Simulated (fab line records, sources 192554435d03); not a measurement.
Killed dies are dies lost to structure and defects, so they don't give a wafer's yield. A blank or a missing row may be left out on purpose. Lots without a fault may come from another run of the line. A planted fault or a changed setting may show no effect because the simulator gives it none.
Split-lot experiment | flow n5_finfet | 7 lots, 21 wafers read, on a route of 1938 steps

THE SPLIT
At N5_DUMMY_GATE_COAT_34 (time 60 s, resist thk 60 nm), the setting spin_rpm was moved away from the recipe's 1500 rpm on 5 of the 21 wafers read, by -8.1% to +10.6%. The other wafers ran this setting at the recipe's value.

The reading is taken at the split's own step.

THE READING
SOC_of_DUMMY_GATE_COAT_34.thk_nm (the simulator's own value, which no gauge read), in nm, at N5_DUMMY_GATE_COAT_34 (time 60 s, resist thk 60 nm). The file gives no usual value for it. The 16 wafers here that ran the recipe average 60.2 nm, standard deviation 0.17 nm.

wafer  | tool, chamber at the split | spin_rpm as run, rpm | against the recipe | SOC_of_DUMMY_GATE_COAT_34.thk_nm, nm | against lot-mates on the recipe
L075.3 | litho_track-04, 0          | 1601                 | +6.7%              | 58.2                                 | -1.8
L075.4 | litho_track-04, 0          | 1601                 | +6.7%              | 58                                   | -2.0
L075.6 | litho_track-04, 0          | 1500                 | recipe             | 60                                   | -
L078.3 | litho_track-02, 0          | 1500                 | recipe             | 60.2                                 | -
L078.4 | litho_track-02, 0          | 1500                 | recipe             | 60.4                                 | -
L078.6 | litho_track-02, 0          | 1500                 | recipe             | 60                                   | -
L079.3 | litho_track-04, 0          | 1500                 | recipe             | 59.8                                 | -
L079.4 | litho_track-04, 0          | 1500                 | recipe             | 60.2                                 | -
L079.6 | litho_track-04, 0          | 1500                 | recipe             | 60.2                                 | -
L080.1 | litho_track-04, 0          | 1659                 | +10.6%             | 57                                   | -3.2
L080.2 | litho_track-04, 0          | 1659                 | +10.6%             | 57.2                                 | -3.0
L080.4 | litho_track-04, 0          | 1500                 | recipe             | 60.2                                 | -
L086.2 | litho_track-01, 0          | 1500                 | recipe             | 60.4                                 | -
L086.3 | litho_track-01, 0          | 1500                 | recipe             | 60.4                                 | -
L086.5 | litho_track-01, 0          | 1500                 | recipe             | 60.4                                 | -
L090.1 | litho_track-02, 0          | 1500                 | recipe             | 60.2                                 | -
L090.4 | litho_track-02, 0          | 1500                 | recipe             | 60.2                                 | -
L090.6 | litho_track-02, 0          | 1500                 | recipe             | 60                                   | -
L093.1 | litho_track-04, 0          | 1379                 | -8.1%              | 62.8                                 | +2.5
L093.2 | litho_track-04, 0          | 1500                 | recipe             | 60.2                                 | -
L093.6 | litho_track-04, 0          | 1500                 | recipe             | 60.4                                 | -

THE FIT
A straight line over all 21 wafers: SOC_of_DUMMY_GATE_COAT_34.thk_nm changes by -0.303 nm for each +1% of spin_rpm; r = -0.99; the points scatter about the line by 0.17 nm.
The same after taking each lot's own level away (the mean of its wafers on the recipe; 21 wafers): -0.294 nm for each +1%; r = -1.00; scatter 0.13 nm.
On that fit, the largest move of spin_rpm shifts the reading by 3.1 nm.
The lots' own levels span 60.00 to 60.40 nm, that is 2.3 times the standard deviation above.
So the lot-to-lot level changes the slope little: the two slopes agree.
Check: with one of the wafers moved furthest among these (+10.6%) left out of the fit, the line predicts -3.06 nm for it against its lot-mates. It came out at -3.2 nm against them.

OTHER SPLITS ON THESE WAFERS
These wafers also went through other splits before the reading. Each is held against what the fit with the lots' levels taken away leaves over:
other split on the same wafers        | wafers away from the commonest value | r with SOC_of_DUMMY_GATE_COAT_34.thk_nm (lot level and that fit taken away)
N5_ZERO_LAYER_PECVD_02 time_s         | 4                                    | -0.36
N5_WELL_APT_COAT_02 spin_rpm          | 8                                    | -0.27
N5_FIN_SAQP_COAT_49 spin_rpm          | 9                                    | -0.30
N5_FIN_SAQP_PEB_14 peb_time_s         | 13                                   | +0.15
N5_FIN_SAQP_SPACER1_ALD_24 ald_cycles | 9                                    | +0.02
N5_FIN_SAQP_ETCH_65 time_s            | 9                                    | -0.10

THE FILE'S OWN FIT
SOC_of_DUMMY_GATE_COAT_34.thk_nm changes by -0.295 nm for each +1% of spin_rpm, r = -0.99.
